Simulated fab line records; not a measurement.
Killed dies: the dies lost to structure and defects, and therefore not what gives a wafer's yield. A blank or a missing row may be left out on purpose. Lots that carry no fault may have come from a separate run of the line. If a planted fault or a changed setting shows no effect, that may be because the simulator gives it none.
fab line records / flow n5Finfet
[record] lots = 11 wafers = 33 lastDay = 18
route steps=1938 shown BEOL_M15@1773
lots that met no fault: taken from a fault-free run of the same line
startH: hours from the record's opening day to when the first of the lot's shown wafers began / waitH: how many hours have passed since the lot's step before this one / " same as the row above / L1.1+2: a single row standing in for several wafers / - value missing, or start not given / * or withheld: withheld / < > ~ a bound
route shown NAME@n: names a module that has steps shown in the file, with the first one's number in the route / usual: mean/standard deviation taken from wafers without a fault / same: alike in all rows / chamber/n: place in a boat / sites: each site's reading / _std_site: their standard deviation / _edge_site: outer sites' mean less inner sites' / radiusMm: how far each site lies from the wafer's centre / mask NAME#n: copy n / behind: the last tool/chamber to shape the wafer / hold: reason for holding the lot/hours on hold/outcome of the hold / device: the n, p or np transistor that did not switch / end of line: the same wafers' tests at the end of the route / for a step that has no rows: nothing shown but its recipe / killed: the dies lost at the first sort to structure and to defects; this is not the yield of the wafer / map: shows each die of a wafer: x if killed, . if not, _ if none is there
set.NAME: setting as actually run; set.NAME@STEP: the setting as run at that earlier step / model.NAME: the simulator's own value behind a step, which no gauge read
route steps across a sampled set of lots; one table per step, one row per wafer
services: a tool's chamber out of use, with start hour (startH, from the record's first day; less than 0 if before it), hours out, and reason
[[steps]]
[step N5_BEOL_M15_ILD_DEP_00]
[recipe] material = SiO2 targetThkA = 16293 tempC = 400 precursor = TEOS/O2 pressureTorr = 6.5 rfW = 900 teosFlowSccm = 161.4 gas = O2 flowSccm = 2650 timeS = 346.1
[usual] heaterPowerW = 598/130 showerheadPlenumPTorr = 8.34/0.035 showerheadVppV = 1827/80 susceptorTempC = 400.01/0.23 throttleValvePct = 18.5/0.72
lot.wafer=L430.3 tool=pecvd-03 chamber=0 startH=242.18 waitH=0.0 heaterPowerW=507 showerheadPlenumPTorr=8.35 showerheadVppV=1770 susceptorTempC=400.15 throttleValvePct=19.1
lot.wafer=L430.5 tool=pecvd-03 chamber=2 startH=242.18 waitH=0.0 heaterPowerW=609 showerheadPlenumPTorr=8.37 showerheadVppV=1746 susceptorTempC=399.83 throttleValvePct=19.0
lot.wafer=L430.6 tool=pecvd-03 chamber=0 startH=242.18 waitH=0.0 heaterPowerW=588 showerheadPlenumPTorr=8.37 showerheadVppV=1805 susceptorTempC=400.05 throttleValvePct=19.2
lot.wafer=L431.2 tool=pecvd-03 chamber=1 startH=242.94 waitH=0.0 heaterPowerW=652 showerheadPlenumPTorr=8.35 showerheadVppV=1959 susceptorTempC=399.76 throttleValvePct=18.2
lot.wafer=L431.4 tool=pecvd-03 chamber=1 startH=242.94 waitH=0.0 heaterPowerW=506 showerheadPlenumPTorr=8.37 showerheadVppV=1924 susceptorTempC=400.11 throttleValvePct=18.1
lot.wafer=L431.6 tool=pecvd-03 chamber=2 startH=242.94 waitH=0.0 heaterPowerW=799 showerheadPlenumPTorr=8.37 showerheadVppV=1732 susceptorTempC=400.68 throttleValvePct=18.6
lot.wafer=L433.1 tool=pecvd-02 chamber=1 startH=264.71 waitH=0.0 heaterPowerW=515 showerheadPlenumPTorr=8.31 showerheadVppV=1926 susceptorTempC=400.10 throttleValvePct=18.0
lot.wafer=L433.4 tool=pecvd-02 chamber=2 startH=264.71 waitH=0.0 heaterPowerW=481 showerheadPlenumPTorr=8.37 showerheadVppV=1955 susceptorTempC=399.70 throttleValvePct=16.6
lot.wafer=L433.6 tool=pecvd-02 chamber=0 startH=264.71 waitH=0.0 heaterPowerW=531 showerheadPlenumPTorr=8.39 showerheadVppV=1919 susceptorTempC=399.78 throttleValvePct=19.2
lot.wafer=L434.1 tool=pecvd-03 chamber=1 startH=264.90 waitH=0.0 heaterPowerW=675 showerheadPlenumPTorr=8.36 showerheadVppV=1955 susceptorTempC=399.76 throttleValvePct=18.2
lot.wafer=L434.5 tool=pecvd-03 chamber=0 startH=264.90 waitH=0.0 heaterPowerW=611 showerheadPlenumPTorr=8.38 showerheadVppV=1786 susceptorTempC=400.07 throttleValvePct=19.3
lot.wafer=L434.6 tool=pecvd-03 chamber=2 startH=264.90 waitH=0.0 heaterPowerW=769 showerheadPlenumPTorr=8.37 showerheadVppV=1760 susceptorTempC=399.65 throttleValvePct=18.7
lot.wafer=L438.3 tool=pecvd-03 chamber=2 startH=302.91 waitH=0.0 heaterPowerW=748 showerheadPlenumPTorr=8.36 showerheadVppV=1703 susceptorTempC=400.00 throttleValvePct=18.6
lot.wafer=L438.4 tool=pecvd-03 chamber=0 startH=302.91 waitH=0.0 heaterPowerW=473 showerheadPlenumPTorr=8.38 showerheadVppV=1802 susceptorTempC=399.95 throttleValvePct=19.4
lot.wafer=L438.6 tool=pecvd-03 chamber=2 startH=302.91 waitH=0.0 heaterPowerW=591 showerheadPlenumPTorr=8.38 showerheadVppV=1739 susceptorTempC=400.02 throttleValvePct=18.9
lot.wafer=L441.1 tool=pecvd-03 chamber=1 startH=326.46 waitH=0.0 heaterPowerW=541 showerheadPlenumPTorr=8.35 showerheadVppV=1939 susceptorTempC=399.91 throttleValvePct=18.1
lot.wafer=L441.2 tool=pecvd-03 chamber=2 startH=326.46 waitH=0.0 heaterPowerW=754 showerheadPlenumPTorr=8.37 showerheadVppV=1721 susceptorTempC=400.26 throttleValvePct=18.9
lot.wafer=L441.5 tool=pecvd-03 chamber=1 startH=326.46 waitH=0.0 heaterPowerW=521 showerheadPlenumPTorr=8.34 showerheadVppV=1908 susceptorTempC=400.22 throttleValvePct=18.1
lot.wafer=L445.1 tool=pecvd-03 chamber=2 startH=356.85 waitH=0.0 heaterPowerW=698 showerheadPlenumPTorr=8.37 showerheadVppV=1736 susceptorTempC=400.02 throttleValvePct=18.8
lot.wafer=L445.5 tool=pecvd-03 chamber=2 startH=356.85 waitH=0.0 heaterPowerW=783 showerheadPlenumPTorr=8.36 showerheadVppV=1751 susceptorTempC=400.10 throttleValvePct=18.9
lot.wafer=L445.6 tool=pecvd-03 chamber=1 startH=356.85 waitH=0.0 heaterPowerW=517 showerheadPlenumPTorr=8.35 showerheadVppV=1922 susceptorTempC=399.67 throttleValvePct=17.8
lot.wafer=L449.1 tool=pecvd-01 chamber=0 startH=370.65 waitH=0.0 heaterPowerW=439 showerheadPlenumPTorr=8.29 showerheadVppV=1850 susceptorTempC=399.81 throttleValvePct=18.0
lot.wafer=L449.4 tool=pecvd-01 chamber=2 startH=370.65 waitH=0.0 heaterPowerW=894 showerheadPlenumPTorr=8.30 showerheadVppV=1778 susceptorTempC=400.07 throttleValvePct=19.4
lot.wafer=L449.6 tool=pecvd-01 chamber=0 startH=370.65 waitH=0.0 heaterPowerW=529 showerheadPlenumPTorr=8.31 showerheadVppV=1853 susceptorTempC=399.81 throttleValvePct=17.9
lot.wafer=L450.2 tool=pecvd-01 chamber=2 startH=385.29 waitH=0.0 heaterPowerW=834 showerheadPlenumPTorr=8.31 showerheadVppV=1783 susceptorTempC=400.19 throttleValvePct=19.3
lot.wafer=L450.4 tool=pecvd-01 chamber=0 startH=385.29 waitH=0.0 heaterPowerW=411 showerheadPlenumPTorr=8.28 showerheadVppV=1808 susceptorTempC=400.44 throttleValvePct=17.9
lot.wafer=L450.5 tool=pecvd-01 chamber=1 startH=385.29 waitH=0.0 heaterPowerW=523 showerheadPlenumPTorr=8.28 showerheadVppV=1784 susceptorTempC=400.26 throttleValvePct=18.7
lot.wafer=L451.3 tool=pecvd-01 chamber=2 startH=390.82 waitH=0.0 heaterPowerW=829 showerheadPlenumPTorr=8.30 showerheadVppV=1808 susceptorTempC=400.06 throttleValvePct=19.7
lot.wafer=L451.5 tool=pecvd-01 chamber=0 startH=390.82 waitH=0.0 heaterPowerW=411 showerheadPlenumPTorr=8.31 showerheadVppV=1823 susceptorTempC=400.11 throttleValvePct=17.9
lot.wafer=L451.6 tool=pecvd-01 chamber=1 startH=390.82 waitH=0.0 heaterPowerW=676 showerheadPlenumPTorr=8.30 showerheadVppV=1775 susceptorTempC=399.86 throttleValvePct=18.7
lot.wafer=L453.1 tool=pecvd-01 chamber=0 startH=414.14 waitH=0.0 heaterPowerW=492 showerheadPlenumPTorr=8.31 showerheadVppV=1788 susceptorTempC=399.77 throttleValvePct=17.9
lot.wafer=L453.5 tool=pecvd-01 chamber=0 startH=414.14 waitH=0.0 heaterPowerW=412 showerheadPlenumPTorr=8.29 showerheadVppV=1844 susceptorTempC=399.89 throttleValvePct=17.9
lot.wafer=L453.6 tool=pecvd-01 chamber=2 startH=414.14 waitH=0.0 heaterPowerW=879 showerheadPlenumPTorr=8.31 showerheadVppV=1760 susceptorTempC=400.15 throttleValvePct=19.2
[step N5_BEOL_M15_THK_MEAS_01]
[recipe] reads = SiO2_of_BEOL_M15_ILD_DEP_00
[usual] M15_ILD_THK = 1636/24
lot.wafer=L430.3 tool=filmMetro-02 chamber=- startH=242.43 waitH=0.1 M15_ILD_THK[nm]=1637
lot.wafer=L430.5 tool=filmMetro-02 chamber=- startH=242.43 waitH=0.1 M15_ILD_THK[nm]=1640
lot.wafer=L430.6 tool=filmMetro-02 chamber=- startH=242.43 waitH=0.1 M15_ILD_THK[nm]=1668
lot.wafer=L431.2 tool=filmMetro-01 chamber=- startH=243.19 waitH=0.1 M15_ILD_THK[nm]=1605
lot.wafer=L431.4 tool=filmMetro-01 chamber=- startH=243.19 waitH=0.1 M15_ILD_THK[nm]=1629
lot.wafer=L431.6 tool=filmMetro-01 chamber=- startH=243.19 waitH=0.1 M15_ILD_THK[nm]=1620
lot.wafer=L433.1 tool=filmMetro-02 chamber=- startH=264.96 waitH=0.1 M15_ILD_THK[nm]=1628
lot.wafer=L433.4 tool=filmMetro-02 chamber=- startH=264.96 waitH=0.1 M15_ILD_THK[nm]=1667
lot.wafer=L433.6 tool=filmMetro-02 chamber=- startH=264.96 waitH=0.1 M15_ILD_THK[nm]=1658
lot.wafer=L434.1 tool=filmMetro-01 chamber=- startH=265.15 waitH=0.1 M15_ILD_THK[nm]=1599
lot.wafer=L434.5 tool=filmMetro-01 chamber=- startH=265.15 waitH=0.1 M15_ILD_THK[nm]=1643
lot.wafer=L434.6 tool=filmMetro-01 chamber=- startH=265.15 waitH=0.1 M15_ILD_THK[nm]=1625
lot.wafer=L438.3 tool=filmMetro-01 chamber=- startH=303.17 waitH=0.1 M15_ILD_THK[nm]=1636
lot.wafer=L438.4 tool=filmMetro-01 chamber=- startH=303.17 waitH=0.1 M15_ILD_THK[nm]=1700
lot.wafer=L438.6 tool=filmMetro-01 chamber=- startH=303.17 waitH=0.1 M15_ILD_THK[nm]=1658
lot.wafer=L441.1 tool=filmMetro-02 chamber=- startH=326.82 waitH=0.2 M15_ILD_THK[nm]=1604
lot.wafer=L441.2 tool=filmMetro-02 chamber=- startH=326.82 waitH=0.2 M15_ILD_THK[nm]=1605
lot.wafer=L441.5 tool=filmMetro-02 chamber=- startH=326.82 waitH=0.2 M15_ILD_THK[nm]=1615
lot.wafer=L445.1 tool=filmMetro-01 chamber=- startH=357.10 waitH=0.1 M15_ILD_THK[nm]=1602
lot.wafer=L445.5 tool=filmMetro-01 chamber=- startH=357.10 waitH=0.1 M15_ILD_THK[nm]=1621
lot.wafer=L445.6 tool=filmMetro-01 chamber=- startH=357.10 waitH=0.1 M15_ILD_THK[nm]=1619
lot.wafer=L449.1 tool=filmMetro-01 chamber=- startH=370.90 waitH=0.1 M15_ILD_THK[nm]=1609
lot.wafer=L449.4 tool=filmMetro-01 chamber=- startH=370.90 waitH=0.1 M15_ILD_THK[nm]=1643
lot.wafer=L449.6 tool=filmMetro-01 chamber=- startH=370.90 waitH=0.1 M15_ILD_THK[nm]=1645
lot.wafer=L450.2 tool=filmMetro-01 chamber=- startH=385.54 waitH=0.1 M15_ILD_THK[nm]=1608
lot.wafer=L450.4 tool=filmMetro-01 chamber=- startH=385.54 waitH=0.1 M15_ILD_THK[nm]=1648
lot.wafer=L450.5 tool=filmMetro-01 chamber=- startH=385.54 waitH=0.1 M15_ILD_THK[nm]=1628
lot.wafer=L451.3 tool=filmMetro-01 chamber=- startH=391.07 waitH=0.1 M15_ILD_THK[nm]=1626
lot.wafer=L451.5 tool=filmMetro-01 chamber=- startH=391.07 waitH=0.1 M15_ILD_THK[nm]=1665
lot.wafer=L451.6 tool=filmMetro-01 chamber=- startH=391.07 waitH=0.1 M15_ILD_THK[nm]=1646
lot.wafer=L453.1 tool=filmMetro-01 chamber=- startH=414.50 waitH=0.2 M15_ILD_THK[nm]=1608
lot.wafer=L453.5 tool=filmMetro-01 chamber=- startH=414.50 waitH=0.2 M15_ILD_THK[nm]=1626
lot.wafer=L453.6 tool=filmMetro-01 chamber=- startH=414.50 waitH=0.2 M15_ILD_THK[nm]=1654
[step N5_BEOL_M15_CD_MEAS_10]
[recipe] targetCdNm = 360 landingEnergyEv = 500 detector = seInlens polarity = opening
[usual] cdNm = 359.2/1.7
lot.wafer=L430.3 tool=cdSem-03 chamber=0 startH=242.74 waitH=- cdNm=358.0
lot.wafer=L430.5 tool=cdSem-03 chamber=0 startH=242.74 waitH=- cdNm=361.3
lot.wafer=L430.6 tool=cdSem-03 chamber=0 startH=242.74 waitH=- cdNm=358.3
lot.wafer=L431.2 tool=cdSem-03 chamber=0 startH=243.50 waitH=- cdNm=360.7
lot.wafer=L431.4 tool=cdSem-03 chamber=0 startH=243.50 waitH=- cdNm=358.4
lot.wafer=L431.6 tool=cdSem-03 chamber=0 startH=243.50 waitH=- cdNm=360.2
lot.wafer=L433.1 tool=cdSem-03 chamber=0 startH=265.27 waitH=- cdNm=361.9
lot.wafer=L433.4 tool=cdSem-03 chamber=0 startH=265.27 waitH=- cdNm=358.3
lot.wafer=L433.6 tool=cdSem-03 chamber=0 startH=265.27 waitH=- cdNm=360.1
lot.wafer=L434.1 tool=cdSem-01 chamber=0 startH=265.58 waitH=- cdNm=360.2
lot.wafer=L434.5 tool=cdSem-01 chamber=0 startH=265.58 waitH=- cdNm=360.3
lot.wafer=L434.6 tool=cdSem-01 chamber=0 startH=265.58 waitH=- cdNm=356.0
lot.wafer=L438.3 tool=cdSem-02 chamber=0 startH=303.47 waitH=- cdNm=357.7
lot.wafer=L438.4 tool=cdSem-02 chamber=0 startH=303.47 waitH=- cdNm=362.4
lot.wafer=L438.6 tool=cdSem-02 chamber=0 startH=303.47 waitH=- cdNm=360.4
lot.wafer=L441.1 tool=cdSem-03 chamber=0 startH=327.12 waitH=- cdNm=356.3
lot.wafer=L441.2 tool=cdSem-03 chamber=0 startH=327.12 waitH=- cdNm=356.8
lot.wafer=L441.5 tool=cdSem-03 chamber=0 startH=327.12 waitH=- cdNm=356.9
lot.wafer=L445.1 tool=cdSem-02 chamber=0 startH=357.40 waitH=- cdNm=357.4
lot.wafer=L445.5 tool=cdSem-02 chamber=0 startH=357.40 waitH=- cdNm=358.3
lot.wafer=L445.6 tool=cdSem-02 chamber=0 startH=357.40 waitH=- cdNm=357.3
lot.wafer=L449.1 tool=cdSem-01 chamber=0 startH=371.20 waitH=- cdNm=357.2
lot.wafer=L449.4 tool=cdSem-01 chamber=0 startH=371.20 waitH=- cdNm=361.7
lot.wafer=L449.6 tool=cdSem-01 chamber=0 startH=371.20 waitH=- cdNm=359.2
lot.wafer=L450.2 tool=cdSem-03 chamber=0 startH=385.97 waitH=- cdNm=360.3
lot.wafer=L450.4 tool=cdSem-03 chamber=0 startH=385.97 waitH=- cdNm=360.3
lot.wafer=L450.5 tool=cdSem-03 chamber=0 startH=385.97 waitH=- cdNm=359.4
lot.wafer=L451.3 tool=cdSem-03 chamber=0 startH=391.50 waitH=- cdNm=359.7
lot.wafer=L451.5 tool=cdSem-03 chamber=0 startH=391.50 waitH=- cdNm=358.7
lot.wafer=L451.6 tool=cdSem-03 chamber=0 startH=391.50 waitH=- cdNm=361.8
lot.wafer=L453.1 tool=cdSem-03 chamber=0 startH=414.80 waitH=- cdNm=360.3
lot.wafer=L453.5 tool=cdSem-03 chamber=0 startH=414.80 waitH=- cdNm=358.2
lot.wafer=L453.6 tool=cdSem-03 chamber=0 startH=414.80 waitH=- cdNm=362.4
[step N5_BEOL_M15_STRIP_62]
[recipe] chemistry = O2 powerW = 600 tempC = 60 pressureMtorr = 30 rfFrequencyHz = 6e+07 biasPowerW = 0 overashFraction = 0.3 o2FlowSccm = 225
[usual] biasPowerW = 0/0 chamberPressureMTorr = 30.000/0.025 drypumpMotorCurrentA = 5.6/0.43 oesProductAu = 0.83/0.11 rfVppV = 3.6/0.51 showerheadPlenumPTorr = 2.11/0.076 throttleValvePct = 16.68/0.23
lot.wafer=L430.3 tool=rieDiel-02 chamber=2 startH=247.14 waitH=- biasPowerW=0 chamberPressureMTorr=30.014 drypumpMotorCurrentA=5.6 oesProductAu=0.71 rfHoursCounterH=236 rfVppV=3.3 showerheadPlenumPTorr=1.99 throttleValvePct=16.81
lot.wafer=L430.5 tool=rieDiel-02 chamber=1 startH=247.14 waitH=- biasPowerW=0 chamberPressureMTorr=29.996 drypumpMotorCurrentA=6.3 oesProductAu=0.72 rfHoursCounterH=- rfVppV=3.9 showerheadPlenumPTorr=2.06 throttleValvePct=16.57
lot.wafer=L430.6 tool=rieDiel-02 chamber=0 startH=247.14 waitH=- biasPowerW=0 chamberPressureMTorr=29.985 drypumpMotorCurrentA=5.2 oesProductAu=0.83 rfHoursCounterH=- rfVppV=4.3 showerheadPlenumPTorr=2.07 throttleValvePct=16.69
lot.wafer=L431.2 tool=rieDiel-02 chamber=3 startH=252.03 waitH=- biasPowerW=0 chamberPressureMTorr=30.020 drypumpMotorCurrentA=5.5 oesProductAu=0.86 rfHoursCounterH=65 rfVppV=3.5 showerheadPlenumPTorr=2.25 throttleValvePct=16.60
lot.wafer=L431.4 tool=rieDiel-02 chamber=1 startH=252.03 waitH=- biasPowerW=0 chamberPressureMTorr=30.009 drypumpMotorCurrentA=6.2 oesProductAu=0.72 rfHoursCounterH=210 rfVppV=3.2 showerheadPlenumPTorr=2.06 throttleValvePct=16.57
lot.wafer=L431.6 tool=rieDiel-02 chamber=1 startH=252.03 waitH=- biasPowerW=0 chamberPressureMTorr=29.946 drypumpMotorCurrentA=6.2 oesProductAu=0.73 rfHoursCounterH=- rfVppV=3.4 showerheadPlenumPTorr=2.06 throttleValvePct=16.59
lot.wafer=L434.1 tool=rieDiel-02 chamber=2 startH=272.35 waitH=- biasPowerW=0 chamberPressureMTorr=30.030 drypumpMotorCurrentA=5.6 oesProductAu=0.71 rfHoursCounterH=243 rfVppV=2.8 showerheadPlenumPTorr=1.99 throttleValvePct=16.82
lot.wafer=L434.5 tool=rieDiel-02 chamber=2 startH=272.35 waitH=- biasPowerW=0 chamberPressureMTorr=29.995 drypumpMotorCurrentA=5.6 oesProductAu=0.70 rfHoursCounterH=- rfVppV=4.1 showerheadPlenumPTorr=1.99 throttleValvePct=16.82
lot.wafer=L434.6 tool=rieDiel-02 chamber=1 startH=272.35 waitH=- biasPowerW=0 chamberPressureMTorr=29.997 drypumpMotorCurrentA=6.2 oesProductAu=0.72 rfHoursCounterH=- rfVppV=4.6 showerheadPlenumPTorr=2.06 throttleValvePct=16.58
lot.wafer=L433.1 tool=rieDiel-03 chamber=1 startH=272.39 waitH=- biasPowerW=0 chamberPressureMTorr=29.934 drypumpMotorCurrentA=5.7 oesProductAu=0.74 rfHoursCounterH=213 rfVppV=2.9 showerheadPlenumPTorr=2.01 throttleValvePct=17.08
lot.wafer=L433.4 tool=rieDiel-03 chamber=1 startH=272.39 waitH=- biasPowerW=0 chamberPressureMTorr=29.997 drypumpMotorCurrentA=5.7 oesProductAu=0.73 rfHoursCounterH=- rfVppV=4.5 showerheadPlenumPTorr=2.01 throttleValvePct=17.07
lot.wafer=L433.6 tool=rieDiel-03 chamber=3 startH=272.39 waitH=- biasPowerW=0 chamberPressureMTorr=30.006 drypumpMotorCurrentA=5.1 oesProductAu=0.72 rfHoursCounterH=- rfVppV=3.8 showerheadPlenumPTorr=2.07 throttleValvePct=16.94
lot.wafer=L438.3 tool=rieDiel-02 chamber=1 startH=306.64 waitH=- biasPowerW=0 chamberPressureMTorr=30.008 drypumpMotorCurrentA=6.2 oesProductAu=0.71 rfHoursCounterH=227 rfVppV=3.6 showerheadPlenumPTorr=2.06 throttleValvePct=16.61
lot.wafer=L438.4 tool=rieDiel-02 chamber=1 startH=306.64 waitH=- biasPowerW=0 chamberPressureMTorr=29.984 drypumpMotorCurrentA=6.2 oesProductAu=0.70 rfHoursCounterH=- rfVppV=4.1 showerheadPlenumPTorr=2.05 throttleValvePct=16.61
lot.wafer=L438.6 tool=rieDiel-02 chamber=3 startH=306.64 waitH=- biasPowerW=0 chamberPressureMTorr=30.016 drypumpMotorCurrentA=5.5 oesProductAu=0.83 rfHoursCounterH=- rfVppV=3.4 showerheadPlenumPTorr=2.24 throttleValvePct=16.61
lot.wafer=L441.1 tool=rieDiel-02 chamber=3 startH=329.82 waitH=- biasPowerW=0 chamberPressureMTorr=30.000 drypumpMotorCurrentA=5.5 oesProductAu=0.83 rfHoursCounterH=91 rfVppV=3.7 showerheadPlenumPTorr=2.24 throttleValvePct=16.64
lot.wafer=L441.2 tool=rieDiel-02 chamber=0 startH=329.82 waitH=- biasPowerW=0 chamberPressureMTorr=29.955 drypumpMotorCurrentA=5.2 oesProductAu=0.79 rfHoursCounterH=79 rfVppV=3.6 showerheadPlenumPTorr=2.06 throttleValvePct=16.77
lot.wafer=L441.5 tool=rieDiel-02 chamber=3 startH=329.82 waitH=- biasPowerW=0 chamberPressureMTorr=30.027 drypumpMotorCurrentA=5.5 oesProductAu=0.82 rfHoursCounterH=- rfVppV=3.2 showerheadPlenumPTorr=2.24 throttleValvePct=16.64
lot.wafer=L445.1 tool=rieDiel-02 chamber=0 startH=361.22 waitH=- biasPowerW=0 chamberPressureMTorr=29.991 drypumpMotorCurrentA=5.3 oesProductAu=0.79 rfHoursCounterH=88 rfVppV=4.2 showerheadPlenumPTorr=2.06 throttleValvePct=16.78
lot.wafer=L445.5 tool=rieDiel-02 chamber=3 startH=361.22 waitH=- biasPowerW=0 chamberPressureMTorr=30.012 drypumpMotorCurrentA=5.5 oesProductAu=0.81 rfHoursCounterH=- rfVppV=3.5 showerheadPlenumPTorr=2.23 throttleValvePct=16.66
lot.wafer=L445.6 tool=rieDiel-02 chamber=2 startH=361.22 waitH=- biasPowerW=0 chamberPressureMTorr=30.023 drypumpMotorCurrentA=5.6 oesProductAu=0.95 rfHoursCounterH=- rfVppV=4.5 showerheadPlenumPTorr=2.25 throttleValvePct=16.34
lot.wafer=L449.1 tool=rieDiel-03 chamber=2 startH=377.37 waitH=- biasPowerW=- chamberPressureMTorr=- drypumpMotorCurrentA=- oesProductAu=- rfHoursCounterH=- rfVppV=- showerheadPlenumPTorr=- throttleValvePct=-
lot.wafer=L449.4 tool=rieDiel-03 chamber=0 startH=377.37 waitH=- biasPowerW=- chamberPressureMTorr=- drypumpMotorCurrentA=- oesProductAu=- rfHoursCounterH=- rfVppV=- showerheadPlenumPTorr=- throttleValvePct=-
lot.wafer=L449.6 tool=rieDiel-03 chamber=3 startH=377.37 waitH=- biasPowerW=- chamberPressureMTorr=- drypumpMotorCurrentA=- oesProductAu=- rfHoursCounterH=- rfVppV=- showerheadPlenumPTorr=- throttleValvePct=-
lot.wafer=L450.2 tool=rieDiel-02 chamber=0 startH=388.61 waitH=- biasPowerW=- chamberPressureMTorr=- drypumpMotorCurrentA=- oesProductAu=- rfHoursCounterH=- rfVppV=- showerheadPlenumPTorr=- throttleValvePct=-
lot.wafer=L450.4 tool=rieDiel-02 chamber=2 startH=388.61 waitH=- biasPowerW=- chamberPressureMTorr=- drypumpMotorCurrentA=- oesProductAu=- rfHoursCounterH=- rfVppV=- showerheadPlenumPTorr=- throttleValvePct=-
lot.wafer=L450.5 tool=rieDiel-02 chamber=0 startH=388.61 waitH=- biasPowerW=- chamberPressureMTorr=- drypumpMotorCurrentA=- oesProductAu=- rfHoursCounterH=- rfVppV=- showerheadPlenumPTorr=- throttleValvePct=-
lot.wafer=L451.3 tool=rieDiel-03 chamber=2 startH=394.17 waitH=- biasPowerW=0 chamberPressureMTorr=30.032 drypumpMotorCurrentA=5.3 oesProductAu=0.91 rfHoursCounterH=38 rfVppV=3.6 showerheadPlenumPTorr=2.13 throttleValvePct=16.51
lot.wafer=L451.5 tool=rieDiel-03 chamber=1 startH=394.17 waitH=- biasPowerW=0 chamberPressureMTorr=29.975 drypumpMotorCurrentA=5.7 oesProductAu=0.70 rfHoursCounterH=- rfVppV=4.1 showerheadPlenumPTorr=2.00 throttleValvePct=17.14
lot.wafer=L451.6 tool=rieDiel-03 chamber=2 startH=394.17 waitH=- biasPowerW=0 chamberPressureMTorr=29.995 drypumpMotorCurrentA=5.3 oesProductAu=0.92 rfHoursCounterH=- rfVppV=3.6 showerheadPlenumPTorr=2.13 throttleValvePct=16.51
lot.wafer=L453.1 tool=rieDiel-03 chamber=3 startH=418.28 waitH=- biasPowerW=0 chamberPressureMTorr=29.993 drypumpMotorCurrentA=5.1 oesProductAu=0.95 rfHoursCounterH=13 rfVppV=3.5 showerheadPlenumPTorr=2.06 throttleValvePct=16.54
lot.wafer=L453.5 tool=rieDiel-03 chamber=1 startH=418.28 waitH=- biasPowerW=0 chamberPressureMTorr=29.989 drypumpMotorCurrentA=5.7 oesProductAu=1.03 rfHoursCounterH=- rfVppV=4.3 showerheadPlenumPTorr=2.27 throttleValvePct=16.61
lot.wafer=L453.6 tool=rieDiel-03 chamber=3 startH=418.28 waitH=- biasPowerW=0 chamberPressureMTorr=30.008 drypumpMotorCurrentA=5.1 oesProductAu=0.95 rfHoursCounterH=- rfVppV=3.8 showerheadPlenumPTorr=2.06 throttleValvePct=16.54
[[services]]
tool=rieDiel-02 chamber=0 startH=225.17 hours=5.2 kind=repair
tool=pecvd-02 chamber=- startH=271.91 hours=2.8 kind=pm
tool=pecvd-03 chamber=- startH=275.45 hours=6.0 kind=pm
tool=pecvd-01 chamber=- startH=283.28 hours=4.3 kind=pm
tool=rieDiel-02 chamber=2 startH=301.04 hours=12.7 kind=repair
tool=rieDiel-02 chamber=2 startH=313.75 hours=- kind=clean
tool=rieDiel-02 chamber=2 startH=313.75 hours=- kind=consumableReplace:focusRing
tool=rieDiel-02 chamber=2 startH=313.75 hours=- kind=consumableReplace:showerhead
tool=rieDiel-02 chamber=2 startH=313.75 hours=21.5 kind=scheduledDown
tool=rieDiel-02 chamber=2 startH=313.75 hours=21.5 kind=ventCycle
tool=pecvd-03 chamber=0 startH=324.67 hours=- kind=clean
tool=pecvd-03 chamber=0 startH=324.67 hours=29.5 kind=scheduledDown
tool=pecvd-03 chamber=0 startH=324.67 hours=29.5 kind=ventCycle
tool=rieDiel-02 chamber=1 startH=334.58 hours=3.1 kind=repair
tool=rieDiel-02 chamber=3 startH=379.35 hours=6.9 kind=repair
tool=pecvd-03 chamber=1 startH=384.24 hours=4.1 kind=repair
tool=rieDiel-02 chamber=1 startH=386.25 hours=- kind=clean
tool=rieDiel-02 chamber=1 startH=386.25 hours=- kind=consumableReplace:focusRing
tool=rieDiel-02 chamber=1 startH=386.25 hours=19.4 kind=scheduledDown
tool=rieDiel-02 chamber=1 startH=386.25 hours=19.4 kind=ventCycle
tool=pecvd-01 chamber=1 startH=391.85 hours=13.1 kind=repair
tool=pecvd-03 chamber=- startH=402.36 hours=4.7 kind=repair
tool=pecvd-03 chamber=- startH=413.98 hours=1.4 kind=repair
tool=rieDiel-03 chamber=2 startH=414.03 hours=17.4 kind=repair
[[key]]
[firstSign] step = N5_BEOL_M15_STRIP_62 reading = toolRecord direction = missing
effect none on later readings
metAt N5_BEOL_M15_STRIP_62
struckLots L449,L450
notActingAt N5_BEOL_M15_ILD_DEP_00,N5_BEOL_M15_THK_MEAS_01,N5_BEOL_M15_CD_MEAS_10
onsetBetween 361.22 377.37
[fault] kind = skippedStepWhole tool = rieDiel-02,rieDiel-03 chamber = - onsetH = 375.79 steps = N5_BEOL_M15_STRIP_62 scope = struckLotsOnly
